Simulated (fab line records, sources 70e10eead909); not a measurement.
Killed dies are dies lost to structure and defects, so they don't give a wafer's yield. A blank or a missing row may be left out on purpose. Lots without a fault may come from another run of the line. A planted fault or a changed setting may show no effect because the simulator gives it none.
fab line records | flow nand_harc
record lots=7 wafers=21 last_day=33
route steps=1302 shown A_CHANNEL_HOLE_D1@471 END@1302
lots that met no fault: from a run of the same line without faults
start_h: hours from the record's first day to the start of the lot's first wafer shown | wait_h: hours since the lot's step before | " the same as in the row above | L1.1+2: a row that stands for several wafers | - no value, or no start given | * or withheld: withheld | < > ~ a bound
route shown NAME@n: a module of which the file shows steps, and the number in the route of the first | usual: mean/standard deviation of fault-free wafers | same: alike in all rows | chamber/n: place in a boat | sites: the reading at each site | _std_site: their standard deviation | _edge_site: outer sites' mean less inner sites' | radius_mm: how far each site lies from the wafer's centre | mask NAME#n: copy n | behind: the tool/chamber that last shaped the wafer | hold: why the lot was held/for how many hours/how that ended | device: the transistor (n, p or np) that didn't switch | end of line: the same wafers' tests at the end of the route | a step without rows: its recipe alone | killed: dies lost to structure and defects at the first sort, not the wafer's yield | map: a wafer's dies, x killed, . not, _ none there
set.NAME: the setting as run; set.NAME@STEP: as run at that earlier step | model.NAME: the simulator's own value behind a step, which no gauge read
lots at some steps of the route; a table a step, a row a wafer
services: from which hour (start_h, from the record's first day; less than 0 if before it) a tool's chamber was out of use, for how many hours, and why
## steps
# step NHARC_A_CHANNEL_HOLE_D1_ETCH_19
# recipe bias_v=1200 source_w=2500 pressure_mtorr=15 time_s=34.5 ar_flow_sccm=375 c4f8_flow_sccm=28.8 o2_flow_sccm=96.2 temp_c=-20 target_depth_a=* chemistry=C4F8/O2/Ar
# usual drypump_motor_current_A=5.5/0.47 run_length_s=35.72/0.25 showerhead_plenum_p_Torr=3.68/0.13 throttle_valve_pct=37.039/0.0097
# columns lot.wafer tool chamber start_h wait_h drypump_motor_current_A rf_hours_counter_h run_length_s showerhead_plenum_p_Torr throttle_valve_pct
L734.3 har_etch-01 0 245.48 0.1 5.4 - 35.50 3.76 37.044
L734.5 " 1 " " 6.3 - 35.58 3.68 37.040
L734.6 " 0 " " 5.3 - 35.63 3.76 37.044
L735.1 har_etch-02 0 253.01 0.1 5.0 338 35.34 3.79 37.039
L735.4 " 0 " " 5.1 - 35.32 3.79 37.043
L735.5 " 1 " " 5.4 - 35.90 3.47 37.040
L739.1 har_etch-01 1 291.65 0.1 6.3 145 35.70 3.66 37.026
L739.4 " 1 " " 6.3 - 35.95 3.66 37.038
L739.3 " 0 " " 5.4 - 35.60 3.75 37.039
L741.2 har_etch-02 0 305.91 2.0 5.1 372 35.39 3.77 37.049
L741.3 " 1 " " 5.5 - 35.80 3.45 37.038
L741.6 " 1 " " 5.4 - 35.55 3.45 37.050
L743.1 har_etch-02 1 327.14 0.1 5.4 379 35.52 3.45 37.031
L743.2 " 0 " " 5.1 379 35.93 3.76 37.021
L743.3 " 0 " " 5.1 - 35.76 3.76 37.036
L749.3 har_etch-02 1 396.25 9.6 5.4 - 35.79 3.99 37.034
L749.5 " 1 " " 5.4 - 35.48 3.99 37.034
L749.6 " 0 " " 5.1 - 35.56 3.75 37.042
L751.2 har_etch-01 0 405.08 1.1 5.3 217 35.66 3.71 37.051
L751.1 " 1 " " 6.3 217 36.10 3.62 37.023
L751.6 " 0 " " 5.4 - 35.41 3.71 37.059
# step NHARC_A_CHANNEL_HOLE_D1_ETCH_20
# recipe bias_v=3000 source_w=withheld pressure_mtorr=20 time_s=361.9 ar_flow_sccm=375 c4f8_flow_sccm=89.3 o2_flow_sccm=35.7 temp_c=-20 target_depth_a=16000 chemistry=C4F8/O2/Ar
# step NHARC_A_CHANNEL_HOLE_D1_ETCH_21
# recipe bias_v=3000 source_w=withheld pressure_mtorr=20 time_s=514.3 ar_flow_sccm=375 c4f8_flow_sccm=89.3 o2_flow_sccm=35.7 temp_c=-20 target_depth_a=16000 chemistry=C4F8/O2/Ar
# usual drypump_motor_current_A=5.6/0.46 run_length_s=499.3/0 showerhead_plenum_p_Torr=3.64/0.12 throttle_valve_pct=32.156/0.01
# columns lot.wafer tool chamber start_h wait_h drypump_motor_current_A rf_hours_counter_h run_length_s showerhead_plenum_p_Torr throttle_valve_pct
L734.3 har_etch-01 0 246.07 0.3 5.3 - 499.3 3.72 32.139
L734.5 " 1 " " 6.3 - 499.3 3.64 32.158
L734.6 " 0 " " 5.3 - 499.3 3.72 32.160
L735.1 har_etch-02 0 253.44 0.3 5.1 338 499.3 3.74 32.161
L735.4 " 0 " " 5.1 - 499.3 3.74 32.159
L735.5 " 1 " " 5.4 - 499.3 3.44 32.142
L739.1 har_etch-01 1 292.08 0.3 6.3 145 499.3 3.62 32.146
L739.4 " 1 " " 6.3 - 499.3 3.62 32.167
L739.3 " 0 " " 5.3 - 499.3 3.70 32.138
L741.2 har_etch-02 0 306.39 0.3 5.1 372 499.3 3.72 32.159
L741.3 " 1 " " 5.4 - 499.3 3.42 32.154
L741.6 " 1 " " 5.4 - 499.3 3.42 32.163
L743.1 har_etch-02 1 327.56 0.3 5.4 380 499.3 3.41 32.136
L743.2 " 0 " " 5.1 380 499.3 3.72 32.152
L743.3 " 0 " " 5.1 - 499.3 3.72 32.177
L749.3 har_etch-02 1 396.79 0.3 5.5 - 499.3 3.93 32.155
L749.5 " 1 " " 5.4 - 499.3 3.93 32.150
L749.6 " 0 " " 5.1 - 499.3 3.70 32.154
L751.2 har_etch-01 0 405.50 0.3 5.3 217 499.3 3.66 32.152
L751.1 " 1 " " 6.3 217 499.3 3.59 32.139
L751.6 " 0 " " 5.4 - 499.3 3.66 32.150
# step NHARC_A_CHANNEL_HOLE_D1_ETCH_22
# recipe bias_v=3000 source_w=withheld pressure_mtorr=20 time_s=666.7 ar_flow_sccm=375 c4f8_flow_sccm=89.3 o2_flow_sccm=35.7 temp_c=-20 target_depth_a=16000 chemistry=C4F8/O2/Ar
# usual drypump_motor_current_A=5.6/0.47 run_length_s=651.7/0 showerhead_plenum_p_Torr=3.64/0.12 throttle_valve_pct=32.155/0.0081
# columns lot.wafer tool chamber start_h wait_h drypump_motor_current_A rf_hours_counter_h run_length_s showerhead_plenum_p_Torr throttle_valve_pct
L734.3 har_etch-01 0 246.57 0.4 5.3 - 651.7 3.72 32.162
L734.5 " 1 " " 6.3 - 651.7 3.64 32.147
L734.6 " 0 " " 5.4 - 651.7 3.72 32.146
L735.1 har_etch-02 0 253.88 0.4 5.0 339 651.7 3.74 32.148
L735.4 " 0 " " 5.0 - 651.7 3.74 32.165
L735.5 " 1 " " 5.4 - 651.7 3.44 32.162
L739.1 har_etch-01 1 292.52 0.4 6.3 145 651.7 3.62 32.135
L739.4 " 1 " " 6.3 - 651.7 3.62 32.163
L739.3 " 0 " " 5.4 - 651.7 3.70 32.162
L741.2 har_etch-02 0 306.86 0.4 5.1 373 651.7 3.72 32.172
L741.3 " 1 " " 5.4 - 651.7 3.42 32.162
L741.6 " 1 " " 5.4 - 651.7 3.42 32.173
L743.1 har_etch-02 1 328.00 0.4 5.4 380 651.7 3.41 32.170
L743.2 " 0 " " 5.1 380 651.7 3.72 32.152
L743.3 " 0 " " 5.1 - 651.7 3.72 32.155
L749.3 har_etch-02 1 397.28 0.4 5.4 - 651.7 3.93 32.157
L749.5 " 1 " " 5.4 - 651.7 3.93 32.160
L749.6 " 0 " " 5.1 - 651.7 3.70 32.147
L751.2 har_etch-01 0 405.94 0.4 5.3 218 651.7 3.66 32.156
L751.1 " 1 " " 6.3 218 651.7 3.59 32.137
L751.6 " 0 " " 5.3 - 651.7 3.66 32.155
# step NHARC_A_CHANNEL_HOLE_D1_ETCH_23
# recipe bias_v=5000 source_w=withheld pressure_mtorr=20 time_s=819 ar_flow_sccm=375 c4f8_flow_sccm=89.3 o2_flow_sccm=35.7 temp_c=-20 target_depth_a=16000 chemistry=C4F8/O2/Ar
# usual drypump_motor_current_A=5.5/0.46 run_length_s=804/0 showerhead_plenum_p_Torr=3.64/0.12 throttle_valve_pct=32.155/0.0084
# columns lot.wafer tool chamber start_h wait_h drypump_motor_current_A rf_hours_counter_h run_length_s showerhead_plenum_p_Torr throttle_valve_pct
L734.3 har_etch-01 0 247.21 0.5 5.3 - 804 3.72 32.139
L734.5 " 1 " " 6.3 - 804 3.64 32.144
L734.6 " 0 " " 5.3 - 804 3.72 32.149
L735.1 har_etch-02 0 254.45 0.5 5.0 339 804 3.74 32.145
L735.4 " 0 " " 5.1 - 804 3.74 32.160
L735.5 " 1 " " 5.5 - 804 3.44 32.141
L739.1 har_etch-01 1 293.08 0.5 6.3 146 804 3.62 32.155
L739.4 " 1 " " 6.3 - 804 3.62 32.154
L739.3 " 0 " " 5.3 - 804 3.70 32.139
L741.2 har_etch-02 0 307.45 0.5 5.0 373 804 3.72 32.163
L741.3 " 1 " " 5.4 - 804 3.42 32.159
L741.6 " 1 " " 5.4 - 804 3.42 32.152
L743.1 har_etch-02 1 328.57 0.5 5.4 381 804 3.41 32.164
L743.2 " 0 " " 5.1 381 804 3.72 32.157
L743.3 " 0 " " 5.1 - 804 3.72 32.158
L749.3 har_etch-02 1 397.89 0.5 5.5 - 804 3.93 32.168
L749.5 " 1 " " 5.4 - 804 3.93 32.157
L749.6 " 0 " " 5.1 - 804 3.70 32.154
L751.2 har_etch-01 0 406.51 0.5 5.3 218 804 3.66 32.154
L751.1 " 1 " " 6.3 218 804 3.58 32.161
L751.6 " 0 " " 5.3 - 804 3.66 32.149
# step NHARC_A_CHANNEL_HOLE_D1_ETCH_24
# recipe bias_v=5000 source_w=withheld pressure_mtorr=20 time_s=906.2 ar_flow_sccm=375 c4f8_flow_sccm=93.8 o2_flow_sccm=31.2 temp_c=-20 target_depth_a=15000 chemistry=C4F8/O2/Ar
# step NHARC_A_CHANNEL_HOLE_D1_ETCH_25
# recipe bias_v=5000 source_w=withheld pressure_mtorr=20 time_s=1040.2 ar_flow_sccm=375 c4f8_flow_sccm=93.8 o2_flow_sccm=31.2 temp_c=-20 target_depth_a=15000 chemistry=C4F8/O2/Ar
# step NHARC_A_CHANNEL_HOLE_D1_ETCH_26
# recipe bias_v=300 source_w=2000 pressure_mtorr=30 time_s=224.1 ar_flow_sccm=375 c4f8_flow_sccm=11.4 o2_flow_sccm=113.6 temp_c=-20 target_depth_a=3000 chemistry=C4F8/O2/Ar
# usual drypump_motor_current_A=5.5/0.47 run_length_s=209.1/0 showerhead_plenum_p_Torr=3.69/0.13 throttle_valve_pct=24.583/0.0097
# columns lot.wafer tool chamber start_h wait_h drypump_motor_current_A rf_hours_counter_h run_length_s showerhead_plenum_p_Torr throttle_valve_pct
L734.3 har_etch-01 0 249.30 0.4 5.3 - 209.1 3.76 24.600
L734.5 " 1 " " 6.3 - 209.1 3.68 24.590
L734.6 " 0 " " 5.3 - 209.1 3.76 24.586
L735.1 har_etch-02 0 256.79 0.7 5.1 341 209.1 3.79 24.586
L735.4 " 0 " " 5.1 - 209.1 3.79 24.566
L735.5 " 1 " " 5.4 - 209.1 3.47 24.595
L739.1 har_etch-01 1 295.42 0.7 6.3 148 209.1 3.66 24.580
L739.4 " 1 " " 6.3 - 209.1 3.66 24.595
L739.3 " 0 " " 5.4 - 209.1 3.75 24.581
L741.2 har_etch-02 0 309.70 0.6 5.0 375 209.1 3.77 24.589
L741.3 " 1 " " 5.4 - 209.1 3.45 24.586
L741.6 " 1 " " 5.4 - 209.1 3.45 24.580
L743.1 har_etch-02 1 330.93 0.7 5.4 383 209.1 3.44 24.575
L743.2 " 0 " " 5.1 383 209.1 3.77 24.585
L743.3 " 0 " " 5.0 - 209.1 3.77 24.589
L749.3 har_etch-02 1 400.07 0.5 5.4 - 209.1 3.99 24.585
L749.5 " 1 " " 5.4 - 209.1 3.99 24.598
L749.6 " 0 " " 5.0 - 209.1 3.75 24.580
L751.2 har_etch-01 0 408.85 0.7 5.3 221 209.1 3.71 24.585
L751.1 " 1 " " 6.3 221 209.1 3.62 24.590
L751.6 " 0 " " 5.3 - 209.1 3.71 24.602
# step NHARC_A_CHANNEL_HOLE_D1_ETCH_33
# recipe bias_v=400 source_w=2000 pressure_mtorr=25 time_s=90 ar_flow_sccm=375 c4f8_flow_sccm=41.7 o2_flow_sccm=83.3 temp_c=-20 target_depth_a=4000 chemistry=C4F8/O2/Ar
# step NHARC_A_CHANNEL_HOLE_D1_STRIP_41
# recipe n2_flow_sccm=150 h2_flow_sccm=150 ar_flow_sccm=0 bias_w=0 chemistry=N2/H2
# step NHARC_A_CHANNEL_HOLE_D1_STRIP_42
# recipe cf4_flow_sccm=100 chf3_flow_sccm=30 ar_flow_sccm=0 bias_w=0 chemistry=CF4/CHF3
# step NHARC_A_CHANNEL_HOLE_D1_STRIP_43
# recipe o2_flow_sccm=400 cos_flow_sccm=20 ar_flow_sccm=0 bias_w=0 chemistry=O2/COS
# step NHARC_A_CHANNEL_HOLE_D1_ETCH_44
# recipe target_depth_a=1400 overetch_a=140 time_s=77 ion_energy_ev=100 cf4_flow_sccm=80 o2_flow_sccm=20 ar_flow_sccm=0 rf_w=300 bias_w=100 chemistry=CF4/O2
# usual bias_w=99.98/0.29 drypump_motor_current_A=6.0/0.44 oes_product_au=0.999/0.011 rf_vpp_V=198.0/1.7 run_length_s=98.4/0.42 showerhead_plenum_p_Torr=1.34/0.068 throttle_valve_pct=13.397/0.0095
# columns lot.wafer tool chamber start_h wait_h bias_w drypump_motor_current_A oes_product_au rf_hours_counter_h rf_vpp_V run_length_s showerhead_plenum_p_Torr throttle_valve_pct
L734.3 rie_diel-11 0 250.17 0.1 99.73 6.6 0.986 12 196.8 98.3 1.29 13.410
L734.6 " 1 " " 100.27 5.8 0.991 - 195.0 98.2 1.25 13.390
L734.5 " 2 " " 99.88 6.4 1.001 - 197.2 98.2 1.36 13.381
L735.4 rie_diel-01 3 257.73 0.0 99.85 5.6 0.995 18 202.2 99.1 1.43 13.400
L735.1 " 2 " " 99.78 5.8 1.000 17 199.4 97.5 1.44 13.392
L735.5 " 3 " " 99.95 5.6 1.005 - 199.8 98.8 1.43 13.395
L739.1 rie_diel-11 0 296.37 0.1 99.72 6.6 0.987 3 197.6 98.3 1.29 13.408
L739.3 " 1 " " - 5.8 1.012 4 196.2 88.3 1.25 13.391
L739.4 " 2 " " 100.04 6.4 0.986 4 199.5 98.2 1.36 13.388
L741.2 rie_diel-11 3 310.61 0.1 - 5.7 1.009 4 200.8 88.6 1.43 13.383
L741.3 " 1 " " - 5.8 1.005 5 195.5 88.4 1.25 13.390
L741.6 " 3 " " 99.76 5.6 1.004 - 199.8 98.7 1.43 13.405
L743.3 rie_diel-11 0 331.88 0.0 - 6.6 0.990 7 197.7 88.1 1.28 13.395
L743.2 " 1 " " - 5.8 0.992 7 197.9 87.9 1.25 13.391
L743.1 " 2 " " 99.75 6.4 1.001 7 198.0 98.3 1.36 13.403
L749.3 rie_diel-11 3 400.97 0.1 100.10 5.7 1.012 12 200.1 98.5 1.42 13.383
L749.5 " 1 " " 100.15 5.8 1.006 - 195.7 98.5 1.25 13.403
L749.6 " 2 " " 100.32 6.4 0.989 - 197.5 98.5 1.35 13.396
L751.1 rie_diel-01 2 410.89 0.1 99.85 5.8 1.002 7 198.6 97.5 1.43 13.404
L751.2 " 3 " " 99.37 5.6 1.010 7 199.2 98.9 1.42 13.421
L751.6 " 2 " " 99.88 5.8 1.000 - 199.4 98.1 1.43 13.391
# step NHARC_A_CHANNEL_HOLE_D1_STRIP_27
# recipe o2_flow_sccm=500 ar_flow_sccm=0 bias_w=0 chemistry=O2
# step NHARC_END_SORT_01
# recipe temp_c=25
# usual killed_at_array=58/22 killed_at_other=1.0/1.3 killed_at_periphery=5/3.4 killed_dies=64/22 killed_open=3.6/1.8 killed_short=2.4/1.7
# same gross_dies=677
# columns lot.wafer tool chamber start_h wait_h killed_at_array killed_at_other killed_at_periphery killed_dies killed_open killed_short
L739.3 prober-01 0 668.50 3.1 670 0 6 676 5 4
L741.2 prober-02 0 678.23 2.8 672 1 1 674 4 0
L741.3 prober-02 0 679.02 3.1 671 0 3 674 6 1
L743.2 prober-02 0 703.54 2.8 671 0 5 676 3 0
L743.3 prober-02 0 704.35 3.1 669 3 4 676 4 4
# killed by level:class
L739.3 A_CHANNEL_HOLE_D1:area_etch=632 A_CHANNEL_HOLE_D2:chamber_film_flake=18 A_SLIT:chamber_film_flake=4 A_CONTACT:chamber_film_flake=4 A_CHANNEL_HOLE_D1:chamber_film_flake=3 P_CONTACT:geometric_particle:open=2 P_GATE:chamber_film_flake=2 A_STAIRCASE:chamber_film_flake=2
L741.2 A_CHANNEL_HOLE_D1:area_etch=575 A_CHANNEL_HOLE_D1:chamber_film_flake=34 A_SLIT:chamber_film_flake=30 A_CHANNEL_HOLE_D2:chamber_film_flake=21 A_DECK1_JOINT:chamber_film_flake=2 A_M0:chamber_film_flake=2 A_M1:chamber_film_flake=2 P_CONTACT:geometric_particle:open=1
L741.3 A_CHANNEL_HOLE_D1:area_etch=600 A_CHANNEL_HOLE_D1:chamber_film_flake=27 A_SLIT:chamber_film_flake=21 A_CHANNEL_HOLE_D2:chamber_film_flake=13 A_WL_FILL:chamber_film_flake=4 A_ONON_D1:geometric_particle:open=2 P_GATE:geometric_particle:short=1 P_CONTACT:geometric_particle:open=1
L743.2 A_CHANNEL_HOLE_D1:area_etch=589 A_SLIT:chamber_film_flake=36 A_CHANNEL_HOLE_D1:chamber_film_flake=35 A_CONTACT:chamber_film_flake=7 P_CONTACT:geometric_particle:open=2 P_M2:chamber_film_flake=2 A_STAIRCASE:chamber_film_flake=2 A_M1:geometric_particle:open=1
L743.3 A_CHANNEL_HOLE_D1:area_etch=581 A_CHANNEL_HOLE_D1:chamber_film_flake=36 A_SLIT:chamber_film_flake=33 A_CONTACT:chamber_film_flake=5 A_STAIRCASE:chamber_film_flake=3 THIN_TSV:chamber_film_flake=3 P_M2:chamber_film_flake=2 A_DECK1_JOINT:chamber_film_flake=2
# map L739.3 (x killed, . not)
____________x____________
_________xxxxxxx_________
_______xxxxxxxxxxx_______
______xxxxxxxxxxxxx______
_____xxxxxxxxxxxxxxx_____
____xxxxxxxxxxxxxxxxx____
____xxxxxxxxxxxxxxxxx____
___xxxxxxxxxxxxxxxxxxx___
___xxxxxxxxxxxxxxxxxxx___
__xxxxxxxxxxxxxxxxxxxxx__
__xxxxxxxxxxxxxxxxxxxxx__
_xxxxxxxxxxxxxxxxxxxxxxx_
_x.xxxxxxxxxxxxxxxxxxxxx_
_xxxxxxxxxxxxxxxxxxxxxxx_
_xxxxxxxxxxxxxxxxxxxxxxx_
_xxxxxxxxxxxxxxxxxxxxxxx_
xxxxxxxxxxxxxxxxxxxxxxxxx
xxxxxxxxxxxxxxxxxxxxxxxxx
xxxxxxxxxxxxxxxxxxxxxxxxx
xxxxxxxxxxxxxxxxxxxxxxxxx
xxxxxxxxxxxxxxxxxxxxxxxxx
_xxxxxxxxxxxxxxxxxxxxxxx_
_xxxxxxxxxxxxxxxxxxxxxxx_
_xxxxxxxxxxxxxxxxxxxxxxx_
_xxxxxxxxxxxxxxxxxxxxxxx_
_xxxxxxxxxxxxxxxxxxxxxxx_
__xxxxxxxxxxxxxxxxxxxxx__
__xxxxxxxxxxxxxxxxxxxxx__
___xxxxxxxxxxxxxxxxxxx___
___xxxxxxxxxxxxxxxxxxx___
____xxxxxxxxxxxxxxxxx____
____xxxxxxxxxxxxxxxxx____
_____xxxxxxxxxxxxxxx_____
______xxxxxxxxxxxxx______
_______xxxxxxxxxxx_______
_________xxxxxxx_________
____________x____________
# map L741.2 (x killed, . not)
____________x____________
_________xxxxxxx_________
_______xxxxxxxxxxx_______
______xxxxxxxxxxxxx______
_____xxxxxxxxxxxxxxx_____
____xxxxxxxxxxxxxxxxx____
____xxxxxxxxxxxxxxxxx____
___xxxxxxxxxxxxxxxxxxx___
___xxxxxxxxxxxxxxxxxxx___
__xxxxxxxxxxxxxxxxxxxxx__
__xxxxxxxxxxxxxxxxxxxxx__
_xxxxxxxxxxxxxxxxxxxxxxx_
_xxxxxxxxxxxxxxxxxxxxxxx_
_xxxxxxxxxxxxxx.xxxxxxxx_
_xxxxxxxxxxxxxxxxxxxxxxx_
_xxxxxxxxxxxxx.xxxxxxxxx_
xxxxxxxxxxxxxxxxxxxxxxxxx
xxxxxxxxxxxxxxxxxxxxxxxxx
xxxxxxxxxxxxxxxxxxxxxxxxx
xxxxxxxxxxxxxxxxxxxxxxxxx
xxxxxxxxxxxxxxxxxxxxxxxxx
_xxxxxxxxxxxxxxxxxxxxxxx_
_xxxxxxxxxxxxxxxxxxxxxxx_
_xxxxxxxxxxxxxxxxxxxxxxx_
_xxxxxxxxxxxxx.xxxxxxxxx_
_xxxxxxxxxxxxxxxxxxxxxxx_
__xxxxxxxxxxxxxxxxxxxxx__
__xxxxxxxxxxxxxxxxxxxxx__
___xxxxxxxxxxxxxxxxxxx___
___xxxxxxxxxxxxxxxxxxx___
____xxxxxxxxxxxxxxxxx____
____xxxxxxxxxxxxxxxxx____
_____xxxxxxxxxxxxxxx_____
______xxxxxxxxxxxxx______
_______xxxxxxxxxxx_______
_________xxxxxxx_________
____________x____________
## services
# columns tool chamber start_h hours kind
rie_diel-11 2 232.07 3.9 repair
rie_diel-11 0 234.09 - clean
rie_diel-11 1 234.09 - clean
rie_diel-11 3 234.09 - clean
rie_diel-11 - 255.50 9.0 pm
rie_diel-11 0 255.50 9.0 vent_cycle
rie_diel-11 1 255.50 9.0 vent_cycle
rie_diel-11 2 255.50 9.0 vent_cycle
rie_diel-11 3 255.50 9.0 vent_cycle
rie_diel-01 3 272.45 23.5 repair
rie_diel-11 3 297.73 8.3 repair
rie_diel-01 1 349.19 1.7 repair
rie_diel-11 2 353.76 6.2 repair
har_etch-02 - 379.22 17.0 pm
har_etch-02 0 379.22 17.0 vent_cycle
har_etch-02 1 379.22 17.0 vent_cycle
rie_diel-01 - 380.96 9.0 pm
rie_diel-11 0 381.66 5.1 repair
har_etch-02 0 396.22 - clean
har_etch-02 0 396.22 - consumable_replace:focus_ring
har_etch-02 1 396.22 - clean
har_etch-02 1 396.22 - consumable_replace:focus_ring
har_etch-02 1 396.22 - consumable_replace:showerhead
rie_diel-11 - 397.67 0.7 repair
## key
first_sign step=NHARC_A_CHANNEL_HOLE_D1_ETCH_44 reading=run_length_s direction=down sigmas=24 usual=* struck=*
effect step=NHARC_END_SORT_01 reading=killed_at_array direction=up sigmas=28 usual=58 struck=671
more_kills_born_at NHARC_A_CHANNEL_HOLE_D1_ETCH_44@rie_diel-11=2977
met_at NHARC_A_CHANNEL_HOLE_D1_ETCH_44
struck_wafers L739.3,L741.2,L741.3,L743.2,L743.3
later_rows_left_out L739.3,L741.2,L741.3,L743.2,L743.3
tester_left_out L739,L741,L743
onset_between 250.17 296.37
fault kind=process_parameter_drift tool=rie_diel-11 chamber=- onset_h=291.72 steps=NHARC_A_CHANNEL_HOLE_D1_ETCH_44 channel=time_s offset=* shape=step end_h=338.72 scope=struck_wafers_only acts_in=* stated=*
# tester_left_out: of these lots the tester's yield and bins aren't shown, on N5 and GAA mostly nor the transistor test; their killed dies are dies lost to structure and defects alone, not to doping, threshold or leakage, so they don't give the yield
# later_rows_left_out: the simulator's readings of these wafers behind a module that went badly wrong aren't trusted and aren't shown, but for the sort
